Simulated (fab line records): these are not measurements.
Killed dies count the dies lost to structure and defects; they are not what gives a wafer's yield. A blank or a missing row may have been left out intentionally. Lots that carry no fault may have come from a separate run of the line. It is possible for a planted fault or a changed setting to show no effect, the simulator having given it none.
A single fault, viewed from 2 desks :: flow nand_harc :: every desk sees just its own numbers, and what lay behind them comes last

THE DEFECT DESK
What the inspections along the route counted, lot by lot: means of the sampled wafers that have a number. If a lot's mean is further than 4 standard deviations from the usual mean, the lot is out of limits and carries the mark OUT (the distance appears in the brackets).
Columns: A = raw_defect_count at NHARC_A_ONON_D1_INSPECT_32, usual 74
lot: L414
first seen here: day 8 11:56
A: 76

lot: L415
first seen here: day 8 16:57
A: 70

lot: L416
first seen here: day 9 01:08
A: 93

lot: L417
first seen here: day 9 01:09
A: 86

lot: L418
first seen here: day 9 04:57
A: 56

lot: L419
first seen here: day 9 05:01
A: 119

lot: L421
first seen here: day 9 17:20
A: 101

lot: L422
first seen here: day 10 13:52
A: 79

lot: L424
first seen here: day 10 17:50
A: 95

lot: L433
first seen here: day 12 21:19
A: 46

lot: L435
first seen here: day 13 15:05
A: 77

lot: L434
first seen here: day 13 15:07
A: 56

lot: L436
first seen here: day 14 04:36
A: 71
Finding of this desk: none of the 13 lots has anything out of limits.

THE METROLOGY DESK
What the gauges read, lot by lot, whatever tool the lot ran on: means of the sampled wafers that have a number. If a lot's mean is further than 4 standard deviations from the usual mean, the lot is out of limits and carries the mark OUT (the distance appears in the brackets).
Columns: A = thk_nm at NHARC_A_ONON_D1_THK_MEAS_18, usual 997 nm; B = thk_nm at NHARC_A_ONON_D1_THK_MEAS_24, usual 1002 nm
lot: L414
first seen here: day 8 09:01
A: 995
B: 996

lot: L415
first seen here: day 8 14:07
A: 1003
B: 993

lot: L416
first seen here: day 8 22:18
A: 996
B: 983

lot: L417
first seen here: day 8 22:18
A: 1011
B: 1012

lot: L418
first seen here: day 9 02:10
A: 1013
B: 1007

lot: L419
first seen here: day 9 02:11
A: 985
B: 1007

lot: L421
first seen here: day 9 14:31
A: 983
B: 1023

lot: L422
first seen here: day 10 10:57
A: 985
B: 701 (-32) OUT

lot: L424
first seen here: day 10 15:01
A: 990
B: 701 (-32) OUT

lot: L433
first seen here: day 12 18:22
A: 991
B: 1008

lot: L435
first seen here: day 13 12:17
A: 973
B: 1011

lot: L434
first seen here: day 13 12:18
A: 999
B: 994

lot: L436
first seen here: day 14 01:46
A: 1005
B: 995
This desk's finding: out of limits on L422, L424; first on L422, day 10 12:05 (thk_nm at NHARC_A_ONON_D1_THK_MEAS_24). L414, L415, L416, L417, L418, L419, L421, L433, L435, L434, L436: within limits.

PUT TOGETHER
Metrology desk: alarm possible at day 10 12:05 on L422, L424.
Nothing the defect desk looked at was out of limits.
The defect desk has L422, L424 on record, within its limits.
Of the lots named, all ran NHARC_A_ONON_D1_DEP_22 on pecvd_onon-02.

WHAT HAD BEEN PUT IN BY THE SIMULATOR
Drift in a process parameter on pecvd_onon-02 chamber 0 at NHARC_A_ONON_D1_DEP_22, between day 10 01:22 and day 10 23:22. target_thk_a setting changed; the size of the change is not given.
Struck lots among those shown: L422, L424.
Time in hours between the start of the fault and the first out-of-limits reading at each desk: metrology desk, 11.
